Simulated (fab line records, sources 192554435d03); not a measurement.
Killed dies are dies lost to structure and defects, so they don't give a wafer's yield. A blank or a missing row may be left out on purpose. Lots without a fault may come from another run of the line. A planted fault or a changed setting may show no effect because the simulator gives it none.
A struck lot beside a sound one | flow n5_finfet | 16 steps out of a route of 1938
Sound: wafers L258.2, L258.5, L258.6. Struck: wafer L267.5. (L267.1, L267.2 of the same lot were not struck and are left out.) The cause comes at the end.
At each step with rows: each side's tool, then ch and its chambers, then its first start. Under that, the readings that differ: sound wafers | struck wafers | difference of the means | sigmas: that difference in standard deviations of wafers without a fault.
alike: readings whose means differ by less than 2 such deviations, and words and numbers that are the same on both sides. not compared: withheld readings, readings that some wafer has no value for, bounds like >300 that may hide the same value, and numbers for which the record gives no deviation and whose values overlap.
The two part at a step that has a row with sigmas, a row that says differs or no value, or rows on one side only. Numbers that don't overlap but have no deviation are shown without sigmas and don't part them. A reading that every wafer of one side lacks parts them only if that side has two wafers or more.

first, 9 steps without rows for these wafers: N5_BEOL_M1_SOFTBAKE_23 (time 60 s); N5_BEOL_M1_EXPOSE_25 (exposes mask V0, defocus 5 nm, target cd 24 nm); N5_BEOL_M1_PEB_26 (peb time 60 s); N5_BEOL_M1_DEVELOP_27 (develop time 30 s); N5_BEOL_M1_DESCUM_33 (chemistry O2, time 7 s); N5_BEOL_M1_ETCH_77 (etches underlayer in N2/H2, target depth 6.5 nm, time 5.2 s); N5_BEOL_M1_ETCH_69 (etches SiARC in CF4, target depth 15.6 nm, time 26 s); N5_BEOL_M1_ALD_98 (deposits SiO2, target thk 2.5 nm, pulse time 1 s, co reactant pulse time 1 s); N5_BEOL_M1_ETCHBACK_99 (etches SiO2 in CHF3, target depth 5 nm, time 10.4 s).
N5_BEOL_M1_ETCH_70: etches SOC in N2/H2, target depth 80 nm, overetch 16 nm, time 120 s.
  sound on rie_diel-02 ch 0,1,2, day 8 16:41; struck on rie_diel-02 ch 1, day 10 06:58
  reading                                    | sound       | struck | difference | sigmas
  model.SiARC_of_BEOL_M1_COAT_68.thk_nm (nm) | 6.4 6.8 6.6 | 3      | -4         |
  alike: chamber_pressure_mTorr, drypump_motor_current_A, oes_product_au, rf_vpp_V, showerhead_plenum_p_Torr, throttle_valve_pct
  not compared: rf_hours_counter_h
then, 2 steps without rows for these wafers: N5_BEOL_M1_STRIP_71 (strips in N2/H2); N5_BEOL_M1_STRIP_78 (strips in N2/H2).
N5_BEOL_M1_VIA_ETCH_34: etches the open film in C4F6/O2, target depth 67.8 nm, time 64.4 s.
  sound on rie_diel-02 ch 0,1,2, day 8 16:47; struck on rie_diel-02 ch 1, day 10 07:04
  reading                  | sound          | struck | difference | sigmas
  model.BEOL_M1.cd_nm (nm) | 17.8 18.4 17.4 | 19.2   | +1.3       |
  alike: chamber_pressure_mTorr, drypump_motor_current_A, mfc_ar_sccm, oes_product_au, rf_vpp_V, showerhead_plenum_p_Torr, throttle_valve_pct
  not compared: rf_hours_counter_h
then, 1 step without rows for these wafers: N5_BEOL_M1_STRIP_83 (strips in C4F6/O2).
-- the record jumps here: 3 days lie between the struck wafers' starts before and after (it left off in module BEOL_M1 and takes up again in module BEOL_M4, whose first step shown is number 1111 of the route) --
N5_BEOL_M4_RC_MEAS_101:
  sound on prober-02 ch 0, day 10 14:57; struck on prober-01 ch 0, day 12 20:42
  alike: DIBL_N, DIBL_P, IOFF_N, IOFF_P, ION_N, ION_P, SS_N, SS_P, VT_N, VT_P
-- the record jumps here: 4 days lie between the struck wafers' starts before and after (it left off in module BEOL_M4 and takes up again in module PASSIVATION, whose first step shown is number 1936 of the route) --
N5_PASSIVATION_PROBE_49:
  the record has rows for the struck wafers here (prober-01, day 17 03:04) and none for the sound ones

WHERE THEY PART
Only at N5_PASSIVATION_PROBE_49, within this record.

WHY: what the simulator had put in
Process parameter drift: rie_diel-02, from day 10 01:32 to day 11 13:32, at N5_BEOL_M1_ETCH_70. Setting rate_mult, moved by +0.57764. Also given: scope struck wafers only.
